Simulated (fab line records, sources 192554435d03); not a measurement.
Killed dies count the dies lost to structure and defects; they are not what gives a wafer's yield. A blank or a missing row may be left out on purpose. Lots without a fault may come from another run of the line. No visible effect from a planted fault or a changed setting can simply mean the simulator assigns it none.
Matching of chambers -- flow n5 finfet -- N5_BEOL_M2_ETCH_70 on rie diel-03 has 4 sister chambers
The step etches SOC in N2/H2, target depth 80 nm, overetch 24 nm, time 130 s. 4 wafers are shown with their chamber, then 12 later ones without.

WAFERS WITH THEIR CHAMBER
wafer,chamber,throttle valve pct (%)
L086.6,2,17.4
L089.1,1,17.5
L089.3,3,18.1
L089.6,0,18.1

WAFERS WITH NO CHAMBER GIVEN
wafer,throttle valve pct (%)
L094.1,17.7
L094.4,17.5
L094.6,17.5
L095.1,17.5
L095.4,18.1
L095.5,17.7
L097.2,18.2
L097.3,17.5
L097.6,17.5
L096.3,17.7
L096.4,17.5
L096.6,17.5

WHICH CHAMBER EACH WENT THROUGH
wafer,from the rows above,in truth
L094.1,can't be placed: 1 or 2 or 0 or 3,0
L094.4,can't be placed: 1 or 2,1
L094.6,can't be placed: 1 or 2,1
L095.1,can't be placed: 1 or 2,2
L095.4,can't be placed: 0 or 3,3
L095.5,can't be placed: 1 or 2 or 0 or 3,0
L097.2,can't be placed: 0 or 3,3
L097.3,can't be placed: 1 or 2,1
L097.6,can't be placed: 1 or 2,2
L096.3,can't be placed: 1 or 2 or 0 or 3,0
L096.4,can't be placed: 1 or 2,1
L096.6,can't be placed: 1 or 2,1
Correct placement for 0 of the 12. Not placeable from these rows: 12 (in 12, the candidates include the true chamber). 0 placed wrongly.
How it was worked out, from the rows above alone: a wafer's distance from a chamber is the root of the sum, over the readings, of the square of ((its reading less the chamber's mean) divided by the reading's scatter). If the next closest chamber is less than 2 further off than the closest, the wafer can't be placed; otherwise it belongs to the closest. The mean given for a chamber averages the wafers shown for that chamber. The scatter: root of mean squared gap, hidden wafer to nearest shown wafer, with one shown wafer a chamber.
